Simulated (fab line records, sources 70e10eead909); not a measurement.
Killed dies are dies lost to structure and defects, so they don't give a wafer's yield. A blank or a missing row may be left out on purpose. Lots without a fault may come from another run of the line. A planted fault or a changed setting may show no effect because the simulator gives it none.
fab line records | flow nand_harc
record lots=5 wafers=15 last_day=34
route steps=1302 shown P_M2@348 P_BONDPAD@351 END@1302
lots that met no fault: from a run of the same line without faults
start_h: hours from the record's first day to the start of the lot's first wafer shown | wait_h: hours since the lot's step before | " the same as in the row above | L1.1+2: a row that stands for several wafers | - no value, or no start given | * or withheld: withheld | < > ~ a bound
route shown NAME@n: a module of which the file shows steps, and the number in the route of the first | usual: mean/standard deviation of fault-free wafers | same: alike in all rows | chamber/n: place in a boat | sites: the reading at each site | _std_site: their standard deviation | _edge_site: outer sites' mean less inner sites' | radius_mm: how far each site lies from the wafer's centre | mask NAME#n: copy n | behind: the tool/chamber that last shaped the wafer | hold: why the lot was held/for how many hours/how that ended | device: the transistor (n, p or np) that didn't switch | end of line: the same wafers' tests at the end of the route | a step without rows: its recipe alone | killed: dies lost to structure and defects at the first sort, not the wafer's yield | map: a wafer's dies, x killed, . not, _ none there
set.NAME: the setting as run; set.NAME@STEP: as run at that earlier step | model.NAME: the simulator's own value behind a step, which no gauge read
lots at some steps of the route; a table a step, a row a wafer
services: from which hour (start_h, from the record's first day; less than 0 if before it) a tool's chamber was out of use, for how many hours, and why
## steps
# step NHARC_P_M2_INSPECT_27
# usual raw_defect_count=290/93
# columns lot.wafer tool chamber start_h wait_h raw_defect_count
L907.3 defect_inspect-02 - 140.13 0.0 206
L907.4 " - " " 297
L907.5 " - " " 263
L912.3 defect_inspect-01 - 195.14 0.0 317
L912.5 " - " " 350
L912.6 " - " " 203
L920.1 defect_inspect-02 - 281.37 0.0 218
L920.4 " - " " 194
L920.6 " - " " 245
L925.1 defect_inspect-01 - 330.95 0.0 291
L925.3 " - " " 359
L925.6 " - " " 260
L929.1 defect_inspect-02 - 365.66 0.0 281
L929.2 " - " " 275
L929.5 " - " " 218
# step NHARC_P_M2_PRE_CLEAN_32
# recipe time_s=12 temp_c=370 rf_power_w=300 gas=NH3
# usual heater_power_w=632/61 susceptor_temp_C=370.00/0.19
# same time_s=12
# columns lot.wafer tool chamber start_h wait_h heater_power_w susceptor_temp_C
L907.3 pecvd-04 0 140.20 0.1 580 369.80
L907.4 " 0 " " 576 370.05
L907.5 " 2 " " 600 369.96
L912.3 pecvd-04 1 195.23 0.1 643 370.02
L912.6 " 0 " " 565 370.25
L912.5 " 1 " " 660 369.74
L920.1 pecvd-01 1 281.46 0.1 602 369.83
L920.6 " 0 " " 745 369.78
L920.4 " 1 " " 604 369.85
L925.3 pecvd-04 0 331.03 0.1 488 370.16
L925.1 " 1 " " 659 370.19
L925.6 " 1 " " 660 369.93
L929.1 pecvd-03 1 365.74 0.1 591 369.95
L929.2 " 2 " " 730 370.05
L929.5 " 1 " " 582 370.06
# step NHARC_P_M2_DEP_33
# recipe target_thk_a=300 temp_c=370 target_thk_nm=30 pressure_torr=3 flow_sccm=200 rf_w=450 material=SiCN
# usual heater_power_w=591/61 susceptor_temp_C=370.01/0.22
# columns lot.wafer tool chamber start_h wait_h heater_power_w susceptor_temp_C
L907.3 pecvd-04 0 140.28 0.1 539 370.17
L907.4 " 0 " " 541 370.10
L907.5 " 2 " " 499 370.16
L912.3 pecvd-04 1 195.37 0.1 647 369.92
L912.6 " 0 " " 550 370.33
L912.5 " 1 " " 643 369.95
L920.1 pecvd-01 1 281.56 0.1 548 369.66
L920.6 " 0 " " 587 370.04
L920.4 " 1 " " 532 369.87
L925.3 pecvd-04 0 331.13 0.1 441 370.19
L925.1 " 1 " " 628 370.14
L925.6 " 1 " " 623 369.93
L929.1 pecvd-03 1 365.85 0.1 579 370.14
L929.2 " 2 " " 603 370.12
L929.5 " 1 " " 594 369.78
# step NHARC_P_BONDPAD_DEP_00
# recipe target_thk_a=2500 temp_c=370 target_thk_nm=250 pressure_torr=3 flow_sccm=200 rf_w=450 material=SiCN
# usual heater_power_w=585/63 susceptor_temp_C=369.99/0.19
# columns lot.wafer tool chamber start_h wait_h heater_power_w susceptor_temp_C
L907.3 pecvd-04 1 - - 641 369.92
L907.5 " 1 " " 650 369.98
L907.4 " 2 " " 560 370.09
L912.3 pecvd-01 2 195.78 - 652 369.92
L912.6 " 1 " " 510 369.99
L912.5 " 2 " " 668 369.72
L920.1 pecvd-03 2 281.98 - 654 370.36
L920.6 " 1 " " 578 370.03
L920.4 " 2 " " 691 370.27
L925.3 pecvd-03 1 331.51 - 532 369.90
L925.1 " 0 " " 640 369.93
L925.6 " 1 " " 542 370.04
L929.1 pecvd-04 0 366.22 - 483 369.85
L929.2 " 2 " " 573 369.84
L929.5 " 0 " " 500 370.09
# step NHARC_P_BONDPAD_CMP_32
# recipe target_thk_nm=200 material=SiCN
# usual motor_current_A=11.6/1.6
# columns lot.wafer tool chamber start_h wait_h motor_current_A
L907.4 cmp-03 2 141.40 - 10.7
L907.3 " 3 " " 10.4
L907.5 " 0 " " 11.6
L912.3 cmp-01 1 196.10 - 11.6
L912.6 " 1 " " 11.1
L912.5 " 2 " " 10.2
L920.1 cmp-02 3 282.34 - 10.3
L920.4 " 0 " " 11.7
L920.6 " 0 " " 12.5
L925.1 cmp-03 2 331.91 - 10.6
L925.3 " 3 " " 10.5
L925.6 " 3 " " 11.1
L929.2 cmp-01 3 366.63 - 12.3
L929.1 " 1 " " 11.6
L929.5 " 0 " " 12.1
# step NHARC_P_BONDPAD_THK_MEAS_33
# recipe thk_meas_gauge=ellipsometry
# usual thk_nm=200.0/1.3
# columns lot.wafer tool chamber start_h wait_h thk_nm
L907.3 film_metro-02 - 141.61 0.2 199.1
L907.4 " - " " 201.4
L907.5 " - " " 199.5
L912.3 film_metro-01 - 196.35 0.2 200.3
L912.5 " - " " 200.6
L912.6 " - " " 201.3
L920.1 film_metro-01 - 282.59 0.2 201.9
L920.4 " - " " 199.4
L920.6 " - " " 201.0
L925.1 film_metro-01 - 332.16 0.2 200.8
L925.3 " - " " 199.6
L925.6 " - " " 202.0
L929.1 film_metro-01 - 366.88 0.2 200.7
L929.2 " - " " 198.3
L929.5 " - " " 199.8
# step NHARC_P_BONDPAD_SRD_34
# step NHARC_P_BONDPAD_DEHYDRATE_01
# recipe temp_c=150 time_s=120
# step NHARC_P_BONDPAD_HMDS_02
# recipe time_s=30
# step NHARC_P_BONDPAD_COAT_36
# recipe temp_c=200 time_s=65
# step NHARC_P_BONDPAD_COAT_03
# recipe spin_rpm=2000 resist_thk_nm=600
# step NHARC_P_BONDPAD_SOFTBAKE_04
# recipe temp_c=125 time_s=70
# usual heater_power_total_W=200.8/1.3
# columns lot.wafer tool chamber start_h wait_h heater_power_total_W
L907.3 litho_track-03 0 141 - 200.7
L907.4 " 0 " " 200.5
L907.5 " 0 " " 201.8
L912.3 litho_track-03 0 196 - 207.6
L912.5 " 0 " " 202.5
L912.6 " 0 " " 199.7
L920.1 litho_track-02 0 282 - 201.2
L920.4 " 0 " " 200.6
L920.6 " 0 " " 202.5
L925.1 litho_track-02 0 332 - 199.0
L925.3 " 0 " " 200.5
L925.6 " 0 " " 200.1
L929.1 litho_track-03 0 367 - 200.6
L929.2 " 0 " " 201.1
L929.5 " 0 " " 201.2
# step NHARC_P_BONDPAD_EBR_05
# step NHARC_END_SORT_01
# recipe temp_c=25
# usual defect_limited_yield=92.0/2.8 killed_at_array=49/19 killed_at_other=0.9/1.1 killed_at_periphery=4.0/2.7 killed_dies=54/19 killed_open=3.3/1.8 killed_short=2.6/1.6 sort_bin_2_pct=2.9/1.2 sort_bin_3_pct=0.5/0.36 sort_bin_4_pct=4.6/1.5 sort_n_pass=623/19 sort_rim_yield_pct=91/4.7 sort_yield_pct=92.0/2.8
# same gross_dies=677 sort_bin_5_pct[%]=0 sort_bin_6_pct[%]=0 sort_bin_7_pct[%]=0 sort_bin_8_pct[%]=0 sort_rim_n_gross=106.00
# columns lot.wafer tool chamber start_h wait_h defect_limited_yield[%] killed_at_array killed_at_other killed_at_periphery killed_dies killed_open killed_short sort_bin_2_pct[%] sort_bin_3_pct[%] sort_bin_4_pct[%] sort_n_pass sort_rim_yield_pct[%] sort_yield_pct[%]
L907.3 prober-02 0 568.98 3.1 90.1 61 1 5 67 2 1 4.9 0.1 4.9 610 91 90.1
L907.4 prober-02 0 569.78 3.4 88.0 74 0 7 81 2 2 5.2 0.4 6.4 596 82 88.0
L907.5 prober-02 0 570.58 3.7 86.4 83 0 9 92 1 1 4.7 1.2 7.7 585 84 86.4
L912.3 prober-02 0 608.88 3.1 89.1 69 1 4 74 2 2 3.2 1.0 6.6 603 87 89.1
L912.5 prober-02 0 610.48 3.7 89.1 62 3 9 74 3 2 4.7 0.6 5.6 603 87 89.1
L912.6 prober-02 0 611.28 4.0 88.9 70 2 3 75 6 1 4.1 0.3 6.6 602 90 88.9
L920.1 prober-01 0 722.58 2.5 91.1 56 1 3 60 4 1 4.0 0.9 4.0 617 80 91.1
L920.4 prober-01 0 724.97 3.4 90.8 61 0 1 62 3 2 3.2 0.1 5.8 615 94 90.8
L920.6 prober-01 0 726.57 4.0 90.7 58 3 2 63 2 1 2.5 0.4 6.4 614 85 90.7
L925.1 prober-01 0 761.54 2.5 90.8 57 1 4 62 3 5 2.1 0.6 6.5 615 90 90.8
L925.3 prober-01 0 763.11 3.1 92.0 50 1 3 54 3 1 2.4 0.3 5.3 623 86 92.0
L925.6 prober-01 0 765.46 3.9 92.6 49 0 1 50 0 0 3.0 0.3 4.1 627 96 92.6
L929.1 prober-01 0 804.21 2.5 93.5 39 2 3 44 7 1 2.2 0.6 3.7 633 91 93.5
L929.2 prober-01 0 805.02 2.8 91.0 57 3 1 61 3 3 3.2 0.3 5.5 616 97 91.0
L929.5 prober-01 0 807.44 3.7 94.5 33 2 2 37 3 4 2.4 0.3 2.8 640 92 94.5
# killed by level:class
L907.3 A_SLIT:chamber_film_flake=25 A_CHANNEL_HOLE_D2:chamber_film_flake=14 A_CHANNEL_HOLE_D1:chamber_film_flake=9 A_CONTACT:chamber_film_flake=5 P_GATE:chamber_film_flake=2 A_STAIRCASE:chamber_film_flake=2 A_WL_FILL:chamber_film_flake=2 A_ONON_D1:geometric_particle:open=1
L907.4 A_CHANNEL_HOLE_D2:chamber_film_flake=25 A_CHANNEL_HOLE_D1:chamber_film_flake=21 A_SLIT:chamber_film_flake=16 A_ZERO_WELL:chamber_film_flake=5 A_CONTACT:chamber_film_flake=3 P_ZERO_WELL:chamber_film_flake=2 P_CONTACT:chamber_film_flake=2 P_CONTACT:geometric_particle:short=1
L907.5 A_CHANNEL_HOLE_D1:chamber_film_flake=33 A_CHANNEL_HOLE_D2:chamber_film_flake=26 A_SLIT:chamber_film_flake=15 P_CONTACT:chamber_film_flake=7 A_STAIRCASE:chamber_film_flake=3 A_WL_FILL:chamber_film_flake=2 A_SOURCE_PLATE:geometric_particle:open=1 A_CHANNEL_FILL_D2:geometric_particle:short=1
L912.3 A_CHANNEL_HOLE_D2:chamber_film_flake=40 A_SLIT:chamber_film_flake=15 A_BLC:chamber_film_flake=6 A_CHANNEL_HOLE_D1:chamber_film_flake=3 A_CHANNEL_FILL_D2:geometric_particle:short=2 P_ZERO_WELL:chamber_film_flake=2 P_GATE:chamber_film_flake=2 A_CHANNEL_FILL_D2:geometric_particle:open=1
L912.5 A_SLIT:chamber_film_flake=26 A_CHANNEL_HOLE_D2:chamber_film_flake=20 P_GATE:chamber_film_flake=5 A_BLC:chamber_film_flake=5 A_CHANNEL_HOLE_D1:chamber_film_flake=4 THIN_TSV:chamber_film_flake=3 A_CONTACT:chamber_film_flake=2 P_CONTACT:geometric_particle:short=1
L912.6 A_CHANNEL_HOLE_D2:chamber_film_flake=28 A_SLIT:chamber_film_flake=16 A_BLC:chamber_film_flake=8 A_CONTACT:chamber_film_flake=5 A_CHANNEL_HOLE_D1:chamber_film_flake=4 P_GATE:chamber_film_flake=2 THIN_TSV:chamber_film_flake=2 P_GATE:geometric_particle:open=1
L920.1 A_CHANNEL_HOLE_D1:chamber_film_flake=24 A_SLIT:chamber_film_flake=22 P_CONTACT:geometric_particle:open=2 A_CHANNEL_FILL_D2:chamber_film_flake=2 A_CONTACT:chamber_film_flake=2 P_GATE:geometric_particle:open=1 A_CHANNEL_FILL_D1:geometric_particle:open=1 A_ONON_D2:geometric_particle:short=1
L920.4 A_SLIT:chamber_film_flake=26 A_CHANNEL_HOLE_D1:chamber_film_flake=24 A_CHANNEL_HOLE_D2:chamber_film_flake=2 A_STAIRCASE:chamber_film_flake=2 A_CONTACT:chamber_film_flake=2 P_STI:geometric_particle:open=1 A_ONON_D2:geometric_particle:short=1 A_CONTACT:geometric_particle:short=1
L920.6 A_CHANNEL_HOLE_D1:chamber_film_flake=28 A_SLIT:chamber_film_flake=17 A_CHANNEL_HOLE_D2:chamber_film_flake=6 THIN_TSV:chamber_film_flake=3 A_CONTACT:chamber_film_flake=2 A_M0:chamber_film_flake=2 P_CONTACT:geometric_particle:open=1 A_ONON_D1:geometric_particle:short=1
L925.1 A_CHANNEL_HOLE_D2:chamber_film_flake=21 A_CHANNEL_HOLE_D1:chamber_film_flake=12 A_STAIRCASE:chamber_film_flake=7 A_SLIT:chamber_film_flake=7 A_CONTACT:chamber_film_flake=3 P_GATE:geometric_particle:short=1 P_CONTACT:geometric_particle:short=1 P_M0:geometric_particle:open=1
L925.3 A_CHANNEL_HOLE_D1:chamber_film_flake=17 A_CHANNEL_HOLE_D2:chamber_film_flake=14 A_SLIT:chamber_film_flake=7 A_STAIRCASE:chamber_film_flake=6 A_CONTACT:chamber_film_flake=4 P_CONTACT:geometric_particle:open=1 P_M0:geometric_particle:open=1 A_WL_FILL:geometric_particle:open=1
L925.6 A_CHANNEL_HOLE_D2:chamber_film_flake=20 A_STAIRCASE:chamber_film_flake=11 A_CHANNEL_HOLE_D1:chamber_film_flake=7 A_SLIT:chamber_film_flake=6 A_SGD_CUT:chamber_film_flake=2 P_STI:chamber_film_flake=1 A_BLC:chamber_film_flake=1 A_CHANNEL_FILL_D2:chamber_film_flake=1
L929.1 A_SLIT:chamber_film_flake=22 A_CONTACT:chamber_film_flake=8 A_ONON_D1:geometric_particle:open=2 A_CHANNEL_FILL_D1:geometric_particle:open=2 A_M0:geometric_particle:open=2 A_CHANNEL_HOLE_D2:chamber_film_flake=2 THIN_TSV:chamber_film_flake=2 P_GATE:geometric_particle:short=1
L929.2 A_SLIT:chamber_film_flake=38 A_CONTACT:chamber_film_flake=7 A_WL_FILL:chamber_film_flake=3 THIN_TSV:chamber_film_flake=3 A_ONON_D1:geometric_particle:open=2 A_CHANNEL_HOLE_D1:geometric_particle:short=1 A_CHANNEL_FILL_D1:geometric_particle:open=1 A_DECK1_JOINT:geometric_particle:short=1
L929.5 A_SLIT:chamber_film_flake=16 A_CONTACT:chamber_film_flake=8 A_CHANNEL_HOLE_D2:chamber_film_flake=2 THIN_TSV:chamber_film_flake=2 P_M1:geometric_particle:open=1 A_ONON_D1:geometric_particle:open=1 A_CHANNEL_FILL_D1:geometric_particle:open=1 A_CHANNEL_FILL_D1:geometric_particle:short=1
## services
# columns tool chamber start_h hours kind
cmp-03 - 121.61 0.5 repair
pecvd-01 - 130.00 13.0 pm
cmp-02 - 134.50 4.0 pm
cmp-03 - 162.00 4.0 pm
pecvd-03 0 169.78 5.7 repair
cmp-02 - 178.11 2.7 repair
pecvd-03 - 185.75 13.0 pm
cmp-01 - 186.83 4.0 pm
pecvd-04 1 202.67 2.5 repair
cmp-02 - 208.11 1.2 repair
pecvd-01 - 210.32 1.2 repair
litho_track-02 - 227.00 7.0 pm
cmp-02 - 232.51 4.0 pm
cmp-01 - 245.14 0.5 repair
cmp-02 - 252.66 3.2 repair
pecvd-03 1 254.97 6.6 repair
cmp-03 - 260.00 4.0 pm
pecvd-04 - 269.05 13.0 pm
litho_track-03 - 275.00 7.0 pm
cmp-01 - 284.83 4.0 pm
pecvd-03 - 309.30 0.9 repair
pecvd-01 - 311.00 13.0 pm
cmp-03 - 358.00 4.0 pm
pecvd-03 - 366.75 13.0 pm
## key
first_sign step=NHARC_P_BONDPAD_SOFTBAKE_04 reading=heater_power_total_W direction=up sigmas=5.3 usual=* struck=*
effect none on later readings
met_at NHARC_P_BONDPAD_SOFTBAKE_04
struck_wafers L912.3
onset_between 141 196
fault kind=process_parameter_drift tool=litho_track-03 chamber=- onset_h=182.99 steps=NHARC_P_BONDPAD_SOFTBAKE_04 channel=time_s offset=* shape=step end_h=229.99 scope=struck_wafers_only acts_in=* stated=*
